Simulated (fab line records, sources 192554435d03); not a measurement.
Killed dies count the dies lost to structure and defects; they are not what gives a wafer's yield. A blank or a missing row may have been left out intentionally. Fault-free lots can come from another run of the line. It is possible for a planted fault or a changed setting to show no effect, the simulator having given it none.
Matching of chambers	flow n5Finfet	cmp-02 running N5_MOL_CONTACT_COAG_CMP_23: 4 sister chambers
The step polishes, stops on SiO2, t overpolish 1.5 s, target thk 0 nm. 8 wafers are shown with their chamber, then 7 later ones without.

EACH WAFER AND ITS CHAMBER
wafer	chamber	motorCurrentA (A)	timeToEndpointS (s)
L082.1	0	7.1	8.9
L082.3	1	8.2	4.9
L085.2	0	7.4	5.4
L088.2	3	8.1	8.6
L088.5	3	8.0	10.1
L088.6	2	7.9	10.7
L089.2	1	8.2	7.1
L089.3	2	8.0	5.7

WAFERS WITH NO CHAMBER GIVEN
wafer	motorCurrentA (A)	timeToEndpointS (s)
L089.6	8.2	6.8
L093.1	8.0	6.0
L093.3	7.2	7.4
L093.5	7.1	6.8
L097.2	8.1	4.6
L097.3	7.1	4.0
L097.6	8.0	2.6

THE CHAMBER EACH PASSED THROUGH
wafer	from the rows above	in truth
L089.6	can't be placed: 1 or 3 or 2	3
L093.1	can't be placed: 2 or 3 or 1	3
L093.3	0	0
L093.5	0	0
L097.2	can't be placed: 1 or 2 or 3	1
L097.3	0	0
L097.6	can't be placed: 1 or 2 or 3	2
Placed correctly: 3 of 7. These rows do not allow placing 4 (true chamber among the candidates in 4). Wrongly placed: 0.
How it was worked out, from the rows above alone: a wafer's distance from a chamber is the root of the sum, over the readings, of the square of ((its reading less the chamber's mean) divided by the reading's scatter). If the next closest chamber is less than 2 further off than the closest, the wafer can't be placed; otherwise it belongs to the closest. For every chamber, the mean is computed from those of its wafers that are shown. The scatter: the root of (the sum of the squares of (reading less its chamber's mean) over the shown wafers, divided by (wafers less chambers)).
